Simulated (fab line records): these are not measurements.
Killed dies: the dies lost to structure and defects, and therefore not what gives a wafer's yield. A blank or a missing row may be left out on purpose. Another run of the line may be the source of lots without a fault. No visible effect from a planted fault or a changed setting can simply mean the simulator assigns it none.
Which tool did it? :: flow n5Finfet :: 10 lots, 30 wafers sampled, at 5 steps of a route of 1938

## WHAT THE GAUGES SHOWED, per wafer
N5_BEOL_M1_OVL_MEAS_12. Usual: M1_OVL -0.3 nm, standard deviation 0.72.
lot: L593
measured: day 7 04:47
on: overlay-02
M1_OVL (nm): 0.3 -0.8 -0.4
flag: 

lot: L594
measured: day 7 09:17
on: overlay-02
M1_OVL (nm): 0.1 1.1 1.3
flag: 

lot: L595
measured: day 7 09:37
on: overlay-02
M1_OVL (nm): -0.6 -1.1 -0.7
flag: 

lot: L596
measured: day 8 00:55
on: overlay-02
M1_OVL (nm): 0.1 -0.9 -0.1
flag: 

lot: L599
measured: day 8 10:40
on: overlay-02
M1_OVL (nm): 0.6 0.5 -0.6
flag: 

lot: L606
measured: day 10 01:08
on: overlay-02
M1_OVL (nm): 0.3 1.2 1.0
flag: 

lot: L608
measured: day 10 15:50
on: overlay-01
M1_OVL (nm): 0.3 0.8 0.3
flag: 

lot: L609
measured: day 10 18:15
on: overlay-01
M1_OVL (nm): -0.7 -0.4 -0.6
flag: 

lot: L610
measured: day 10 23:11
on: overlay-02
M1_OVL (nm): 0.1 -0.5 -0.3
flag: 

lot: L612
measured: day 11 21:36
on: overlay-02
M1_OVL (nm): -0.9 0.1 -1.9
flag: 

N5_BEOL_M4_RC_MEAS_101. Usual: DIBL_N 37.3 mV/V, standard deviation 2.3; DIBL_P 37.4 mV/V, standard deviation 2.9; IOFF_N 0.18 nA/um, standard deviation 0.045; IOFF_P 0.25 nA/um, standard deviation 0.054; ION_N 679 uA/um, standard deviation 15; ION_P 468 uA/um, standard deviation 9.7; SS_N 71.8 mV/dec, standard deviation 0.62; SS_P 73.6 mV/dec, standard deviation 0.76; VT_N 248 mV, standard deviation 4.1; VT_P -248 mV, standard deviation 3.6.
lot: L593
measured: day 8 21:13
on: prober-01
DIBL_N (mV/V): 37.0 32.8 34.7
DIBL_P (mV/V): 38.6 32.4 35.2
IOFF_N (nA/um): 0.17 0.09 0.12
IOFF_P (nA/um): 0.24 0.14 0.18
ION_N (uA/um): 697 651 666
ION_P (uA/um): 480 450 459
SS_N (mV/dec): 71.6 71.4 71.6
SS_P (mV/dec): 72.8 71.4 72.1
VT_N (mV): 247 259 253
VT_P (mV): -249 -254 -249
flag: 

lot: L594
measured: day 8 22:00
on: prober-01
DIBL_N (mV/V): 36.8 38.7 37.2
DIBL_P (mV/V): 36.0 38.6 37.3
IOFF_N (nA/um): 0.17 0.21 0.18
IOFF_P (nA/um): 0.23 0.28 0.26
ION_N (uA/um): 683 687 692
ION_P (uA/um): 464 473 480
SS_N (mV/dec): 71.3 72.1 71.9
SS_P (mV/dec): 73.0 74.0 74.4
VT_N (mV): 251 247 248
VT_P (mV): -249 -245 -245
flag: 

lot: L595
measured: day 9 03:22
on: prober-02
DIBL_N (mV/V): 39.0 40.6 37.3
DIBL_P (mV/V): 39.4 43.2 38.2
IOFF_N (nA/um): 0.20 0.26 0.17
IOFF_P (nA/um): 0.25 0.31 0.22
ION_N (uA/um): 681 693 698
ION_P (uA/um): 464 473 469
SS_N (mV/dec): 71.6 72.8 72.0
SS_P (mV/dec): 74.0 74.9 73.0
VT_N (mV): 247 243 248
VT_P (mV): -249 -248 -251
flag: 

lot: L596
measured: day 9 22:19
on: prober-02
DIBL_N (mV/V): 34.8 36.0 33.0
DIBL_P (mV/V): 33.3 36.1 31.3
IOFF_N (nA/um): 0.13 0.16 0.11
IOFF_P (nA/um): 0.20 0.25 0.18
ION_N (uA/um): 670 673 672
ION_P (uA/um): 466 460 465
SS_N (mV/dec): 70.5 71.8 70.0
SS_P (mV/dec): 74.2 74.5 73.2
VT_N (mV): 250 247 253
VT_P (mV): -251 -249 -251
flag: 

lot: L599
measured: day 10 02:01
on: prober-02
DIBL_N (mV/V): 39.1 38.3 41.6
DIBL_P (mV/V): 39.9 37.7 44.0
IOFF_N (nA/um): 0.21 0.19 0.27
IOFF_P (nA/um): 0.28 0.24 0.34
ION_N (uA/um): 685 680 706
ION_P (uA/um): 467 461 480
SS_N (mV/dec): 71.8 71.5 73.0
SS_P (mV/dec): 74.1 72.9 75.6
VT_N (mV): 245 248 244
VT_P (mV): -247 -249 -245
flag: 

lot: L606
measured: day 12 05:07
on: prober-02
DIBL_N (mV/V): 33.5 32.0 35.5
DIBL_P (mV/V): 34.4 33.1 35.0
IOFF_N (nA/um): 0.14 0.13 0.16
IOFF_P (nA/um): 0.20 0.19 0.21
ION_N (uA/um): 669 679 652
ION_P (uA/um): 463 468 450
SS_N (mV/dec): 70.6 70.6 71.8
SS_P (mV/dec): 73.1 72.6 73.5
VT_N (mV): 251 249 251
VT_P (mV): -249 -250 -253
flag: 

lot: L608
measured: day 12 10:14
on: prober-01
DIBL_N (mV/V): 38.1 39.1 36.4
DIBL_P (mV/V): 38.7 39.5 35.6
IOFF_N (nA/um): 0.18 0.20 0.16
IOFF_P (nA/um): 0.23 0.24 0.19
ION_N (uA/um): 679 674 685
ION_P (uA/um): 459 458 465
SS_N (mV/dec): 72.0 71.9 71.9
SS_P (mV/dec): 73.5 73.8 73.0
VT_N (mV): 246 246 249
VT_P (mV): -250 -250 -252
flag: 

lot: L609
measured: day 12 10:40
on: prober-02
DIBL_N (mV/V): 39.6 41.1 36.8
DIBL_P (mV/V): 38.4 40.5 33.9
IOFF_N (nA/um): 0.19 0.23 0.14
IOFF_P (nA/um): 0.25 0.32 0.17
ION_N (uA/um): 683 682 653
ION_P (uA/um): 464 467 449
SS_N (mV/dec): 71.9 73.4 71.7
SS_P (mV/dec): 74.1 74.8 72.3
VT_N (mV): 248 246 255
VT_P (mV): -251 -244 -253
flag: 

lot: L610
measured: day 13 04:02
on: prober-01
DIBL_N (mV/V): 38.4 36.2 38.8
DIBL_P (mV/V): 38.8 35.8 39.9
IOFF_N (nA/um): 0.19 0.15 0.20
IOFF_P (nA/um): 0.27 0.22 0.29
ION_N (uA/um): 677 662 677
ION_P (uA/um): 475 462 469
SS_N (mV/dec): 71.7 71.6 72.2
SS_P (mV/dec): 73.7 72.5 73.6
VT_N (mV): 246 252 248
VT_P (mV): -244 -245 -245
flag: 

lot: L612
measured: day 13 12:40
on: prober-01
DIBL_N (mV/V): 38.2 38.9 34.8
DIBL_P (mV/V): 37.6 41.0 34.9
IOFF_N (nA/um): 0.17 0.22 0.12
IOFF_P (nA/um): 0.22 0.31 0.19
ION_N (uA/um): 663 688 654
ION_P (uA/um): 455 470 460
SS_N (mV/dec): 72.4 72.6 71.5
SS_P (mV/dec): 73.6 74.6 73.9
VT_N (mV): 254 244 257
VT_P (mV): -252 -246 -251
flag: 

## WHAT TOOL EACH LOT RAN ON (gives the tool, then ch and the chambers of the sampled wafers, and finally the start)
lot: L593
N5_BEOL_M0_ANNEAL_133: pvdSputter-02, day 7 00:55
N5_BEOL_M0_DEP_125: pecvd-04 ch 1,2, day 7 02:05
N5_BEOL_M1_ETCH_74: rieDiel-01 ch 2,3, day 7 04:55

lot: L594
N5_BEOL_M0_ANNEAL_133: pvdSputter-03, day 7 05:36
N5_BEOL_M0_DEP_125: pecvd-04 ch 1,2, day 7 06:46
N5_BEOL_M1_ETCH_74: rieDiel-05 ch 0,1,2, day 7 09:29

lot: L595
N5_BEOL_M0_ANNEAL_133: pvdSputter-03, day 7 06:38
N5_BEOL_M0_DEP_125: pecvd-01 ch 1,2, day 7 07:46
N5_BEOL_M1_ETCH_74: rieDiel-01 ch 1,2,3, day 7 09:44

lot: L596
N5_BEOL_M0_ANNEAL_133: pvdSputter-01, day 7 20:32
N5_BEOL_M0_DEP_125: pecvd-04 ch 0,1,2, day 7 21:50
N5_BEOL_M1_ETCH_74: rieDiel-03 ch 1,2,3, day 8 01:30

lot: L599
N5_BEOL_M0_ANNEAL_133: pvdSputter-01, day 8 07:27
N5_BEOL_M0_DEP_125: pecvd-04 ch 0,1, day 8 08:59
N5_BEOL_M1_ETCH_74: rieDiel-05 ch 0,2,3, day 8 10:57

lot: L606
N5_BEOL_M0_ANNEAL_133: pvdSputter-03, day 9 22:48
N5_BEOL_M0_DEP_125: pecvd-01 ch 0,1, day 10 00:02
N5_BEOL_M1_ETCH_74: rieDiel-05 ch 0,1,2, day 10 01:15

lot: L608
N5_BEOL_M0_ANNEAL_133: pvdSputter-01, day 10 12:34
N5_BEOL_M0_DEP_125: pecvd-03 ch 0,1,2, day 10 14:05
N5_BEOL_M1_ETCH_74: rieDiel-01 ch 1,2,3, day 10 15:58

lot: L609
N5_BEOL_M0_ANNEAL_133: pvdSputter-02, day 10 15:20
N5_BEOL_M0_DEP_125: pecvd-03 ch 1,2, day 10 16:29
N5_BEOL_M1_ETCH_74: rieDiel-01 ch 1,3, day 10 18:38

lot: L610
N5_BEOL_M0_ANNEAL_133: pvdSputter-03, day 10 20:53
N5_BEOL_M0_DEP_125: pecvd-03 ch 0,1,2, day 10 22:19
N5_BEOL_M1_ETCH_74: rieDiel-03 ch 0,2,3, day 10 23:24

lot: L612
N5_BEOL_M0_ANNEAL_133: pvdSputter-02, day 11 16:32
N5_BEOL_M0_DEP_125: pecvd-01 ch 0,1,2, day 11 20:39
N5_BEOL_M1_ETCH_74: rieDiel-03 ch 0,2,3, day 11 21:44
- N5_BEOL_M0_ANNEAL_133: time 60 s.
- N5_BEOL_M0_DEP_125: deposits SiCN from 3MS/NH3, target thk 8 nm, time 14 s.
- N5_BEOL_M1_ETCH_74: etches underlayer in N2/H2, target depth 6.5 nm, time 5.2 s.

## WHAT THE TOOLS THEMSELVES READ (means of the sampled wafers that have a number; where no wafer has one, the mark that the record gives instead)
N5_BEOL_M0_ANNEAL_133. Usual: heaterPowerW at 814 W, with a standard deviation of 82.
lot: L593
tool: pvdSputter-02
heaterPowerW (W): 887
flag: 

lot: L594
tool: pvdSputter-03
heaterPowerW (W): 795
flag: 

lot: L595
tool: pvdSputter-03
heaterPowerW (W): 795
flag: 

lot: L596
tool: pvdSputter-01
heaterPowerW (W): 879
flag: 

lot: L599
tool: pvdSputter-01
heaterPowerW (W): 865
flag: 

lot: L606
tool: pvdSputter-03
heaterPowerW (W): 835
flag: 

lot: L608
tool: pvdSputter-01
heaterPowerW (W): 871
flag: 

lot: L609
tool: pvdSputter-02
heaterPowerW (W): 748
flag: 

lot: L610
tool: pvdSputter-03
heaterPowerW (W): 836
flag: 

lot: L612
tool: pvdSputter-02
heaterPowerW (W): 751
flag: 

N5_BEOL_M0_DEP_125. Usual: showerheadPlenumPTorr 3.670 Torr, standard deviation 0.017; throttleValvePct 9.1 %, standard deviation 0.64.
lot: L593
tool: pecvd-04
showerheadPlenumPTorr (Torr): 3.672
throttleValvePct (%): 8.9
flag: 

lot: L594
tool: pecvd-04
showerheadPlenumPTorr (Torr): 3.673
throttleValvePct (%): 9.0
flag: 

lot: L595
tool: pecvd-01
showerheadPlenumPTorr (Torr): 3.656
throttleValvePct (%): 10.1
flag: 

lot: L596
tool: pecvd-04
showerheadPlenumPTorr (Torr): 3.665
throttleValvePct (%): 8.9
flag: 

lot: L599
tool: pecvd-04
showerheadPlenumPTorr (Torr): 3.667
throttleValvePct (%): 8.8
flag: 

lot: L606
tool: pecvd-01
showerheadPlenumPTorr (Torr): 3.682
throttleValvePct (%): 9.2
flag: 

lot: L608
tool: pecvd-03
showerheadPlenumPTorr (Torr): 3.660
throttleValvePct (%): 8.9
flag: 

lot: L609
tool: pecvd-03
showerheadPlenumPTorr (Torr): 3.650
throttleValvePct (%): 8.3
flag: 

lot: L610
tool: pecvd-03
showerheadPlenumPTorr (Torr): 3.659
throttleValvePct (%): 9.0
flag: 

lot: L612
tool: pecvd-01
showerheadPlenumPTorr (Torr): 3.667
throttleValvePct (%): 9.0
flag: 

N5_BEOL_M1_ETCH_74. Usual: drypumpMotorCurrentA 5.8 A, standard deviation 0.51; etchRfOnTimeS 5.13 s, standard deviation 0.2; oesProductAu 0.69 a.u., standard deviation 0.081; rfVppV 522.9 V, standard deviation 2.1; showerheadPlenumPTorr 2.51 Torr, standard deviation 0.059; throttleValvePct 17.80 %, standard deviation 0.23.
lot: L593
tool: rieDiel-01
drypumpMotorCurrentA (A): 6.1
etchRfOnTimeS (s): 5.30
oesProductAu (a.u.): 0.69
rfVppV (V): 522.5
showerheadPlenumPTorr (Torr): 2.46
throttleValvePct (%): 17.70
flag: 

lot: L594
tool: rieDiel-05
drypumpMotorCurrentA (A): 5.8
etchRfOnTimeS (s): 5.27
oesProductAu (a.u.): 0.71
rfVppV (V): 525.6
showerheadPlenumPTorr (Torr): 2.55
throttleValvePct (%): 17.66
flag: 

lot: L595
tool: rieDiel-01
drypumpMotorCurrentA (A): 5.9
etchRfOnTimeS (s): 5.32
oesProductAu (a.u.): 0.66
rfVppV (V): 521.0
showerheadPlenumPTorr (Torr): 2.44
throttleValvePct (%): 17.75
flag: 

lot: L596
tool: rieDiel-03
drypumpMotorCurrentA (A): 5.4
etchRfOnTimeS (s): 5.00
oesProductAu (a.u.): 0.74
rfVppV (V): 523.4
showerheadPlenumPTorr (Torr): 2.51
throttleValvePct (%): 17.91
flag: 

lot: L599
tool: rieDiel-05
drypumpMotorCurrentA (A): 5.9
etchRfOnTimeS (s): 5.01
oesProductAu (a.u.): 0.75
rfVppV (V): 523.2
showerheadPlenumPTorr (Torr): 2.56
throttleValvePct (%): 17.86
flag: 

lot: L606
tool: rieDiel-05
drypumpMotorCurrentA (A): 5.9
etchRfOnTimeS (s): 6.02
oesProductAu (a.u.): 0.64
rfVppV (V): 524.0
showerheadPlenumPTorr (Torr): 2.54
throttleValvePct (%): 17.69
flag: OFF

lot: L608
tool: rieDiel-01
drypumpMotorCurrentA (A): 5.9
etchRfOnTimeS (s): 5.27
oesProductAu (a.u.): 0.64
rfVppV (V): 521.3
showerheadPlenumPTorr (Torr): 2.43
throttleValvePct (%): 17.78
flag: 

lot: L609
tool: rieDiel-01
drypumpMotorCurrentA (A): 5.9
etchRfOnTimeS (s): 5.25
oesProductAu (a.u.): 0.59
rfVppV (V): 520.4
showerheadPlenumPTorr (Torr): 2.41
throttleValvePct (%): 17.89
flag: 

lot: L610
tool: rieDiel-03
drypumpMotorCurrentA (A): 6.1
etchRfOnTimeS (s): 5.00
oesProductAu (a.u.): 0.73
rfVppV (V): 522.0
showerheadPlenumPTorr (Torr): 2.49
throttleValvePct (%): 17.76
flag: 

lot: L612
tool: rieDiel-03
drypumpMotorCurrentA (A): 6.0
etchRfOnTimeS (s): 5.01
oesProductAu (a.u.): 0.73
rfVppV (V): 521.3
showerheadPlenumPTorr (Torr): 2.49
throttleValvePct (%): 17.76
flag: 

## THE ANSWER, worked out from the rows above alone
Rule: take the mean of a lot's wafers that have a number; if it is more than 3 standard deviations from the usual mean, the lot is off. Also off: a lot with no number at a reading for which 4 or more lots have one. Any other lot the step has rows for is counted as sound. The gauges are gone through in route order, then the tools' own readings, and for those a lot's mean is taken as printed above. The first step at which some lot is off is used, and at that step the reading that is off furthest; a lot without a number counts as furthest.
Off at N5_BEOL_M1_ETCH_74 (etchRfOnTimeS): L606.
A tool fits if, at that step or a process step before it, it ran every lot that is off, and no sound lot after the first of them. One fits: rieDiel-05 at N5_BEOL_M1_ETCH_74. Its last sound lot is L599 (day 8 10:57), its first lot that is off L606 (day 10 01:15): a fault that began between those two fits.
On the lots that are off, the tool's own readings at N5_BEOL_M1_ETCH_74 differ by more than 5 times the standard deviation of the sound lots' means, which bears it out; etchRfOnTimeS reads 6.02 s there versus 5.16 s on the sound lots.

## WHAT HAD BEEN PUT IN BY THE SIMULATOR
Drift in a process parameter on rieDiel-05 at N5_BEOL_M1_ETCH_74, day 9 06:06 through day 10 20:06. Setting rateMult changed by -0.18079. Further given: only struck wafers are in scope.
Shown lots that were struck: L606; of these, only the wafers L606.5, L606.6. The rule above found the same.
